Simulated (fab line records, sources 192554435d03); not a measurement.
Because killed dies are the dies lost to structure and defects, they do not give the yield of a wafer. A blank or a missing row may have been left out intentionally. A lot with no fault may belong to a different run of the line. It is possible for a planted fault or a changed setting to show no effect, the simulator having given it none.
Matching of chambers + flow n5Finfet + rieDiel-04 running N5_BEOL_M11_DESCUM_33: 4 sister chambers
The step chemistry O2, time 7.9 s. 18 wafers are shown with their chamber, then 9 later ones without.

WAFERS WITH THEIR CHAMBER
| wafer  | chamber | drypumpMotorCurrentA (A) | throttleValvePct (%) | oesProductAu (a.u.) |
|--------|---------|--------------------------|----------------------|---------------------|
| L074.1 | 2       | 4.7                      | 20.43                | 0.69                |
| L074.5 | 0       | 5.3                      | 20.29                | 0.89                |
| L074.6 | 1       | 5.7                      | 20.57                | 0.79                |
| L075.2 | 3       | 6.5                      | 20.54                | 0.73                |
| L075.5 | 1       | 5.7                      | 20.58                | 0.77                |
| L075.6 | 2       | 4.8                      | 20.45                | 0.69                |
| L081.2 | 3       | 6.4                      | 20.58                | 0.73                |
| L081.3 | 2       | 4.7                      | 20.45                | 0.68                |
| L081.5 | 3       | 6.4                      | 20.56                | 0.72                |
| L082.2 | 3       | 6.4                      | 20.57                | 0.73                |
| L082.3 | 0       | 5.3                      | 20.32                | 0.85                |
| L082.6 | 0       | 5.3                      | 20.32                | 0.85                |
| L087.1 | 1       | 5.6                      | 20.60                | 0.75                |
| L087.2 | 2       | 4.7                      | 19.98                | 0.99                |
| L087.4 | 0       | 5.3                      | 20.33                | 0.84                |
| L090.1 | 0       | 5.3                      | 20.34                | 0.83                |
| L090.2 | 3       | 6.4                      | 20.60                | 0.71                |
| L090.6 | 2       | 4.7                      | 19.99                | 0.96                |

SIGNATURES, as means of the wafers listed above
| reading              | chamber 0 | chamber 1 | chamber 2 | chamber 3 | scatter within a chamber |
|----------------------|-----------|-----------|-----------|-----------|--------------------------|
| drypumpMotorCurrentA | 5.300     | 5.667     | 4.720     | 6.420     | 0.0402                   |
| throttleValvePct     | 20.3200   | 20.5833   | 20.2600   | 20.5700   | 0.135                    |
| oesProductAu         | 0.8520    | 0.7700    | 0.8020    | 0.7240    | 0.086                    |
Rule: a wafer lies at a distance from a chamber equal to the root of the sum of squares, over the readings, of (its reading less the chamber's mean, divided by the reading's scatter). If the next closest chamber is less than 2 further off than the closest, the wafer can't be placed; otherwise it belongs to the closest. The scatter: the root of (the sum of the squares of (reading less its chamber's mean) over the shown wafers, divided by (wafers less chambers)).

WAFERS WHOSE CHAMBER IS MISSING
| wafer  | drypumpMotorCurrentA (A) | throttleValvePct (%) | oesProductAu (a.u.) |
|--------|--------------------------|----------------------|---------------------|
| L091.2 | 4.7                      | 19.98                | 0.96                |
| L091.3 | 5.2                      | 20.33                | 0.84                |
| L091.4 | 6.4                      | 20.58                | 0.71                |
| L089.2 | 5.7                      | 20.62                | 0.76                |
| L089.3 | 4.8                      | 19.98                | 0.97                |
| L089.6 | 5.3                      | 20.33                | 0.84                |
| L093.1 | 6.4                      | 20.61                | 0.72                |
| L093.5 | 5.2                      | 20.34                | 0.83                |
| L093.6 | 6.4                      | 20.59                | 0.72                |

WHICH CHAMBER EACH ONE RAN IN
| wafer  | from the rows above | in truth |
|--------|---------------------|----------|
| L091.2 | 2                   | 2        |
| L091.3 | 0                   | 0        |
| L091.4 | 3                   | 3        |
| L089.2 | 1                   | 1        |
| L089.3 | 2                   | 2        |
| L089.6 | 0                   | 0        |
| L093.1 | 3                   | 3        |
| L093.5 | 0                   | 0        |
| L093.6 | 3                   | 3        |
Correct placement for 9 of the 9. Left unplaced by these rows: 0. Number placed wrongly: 0.
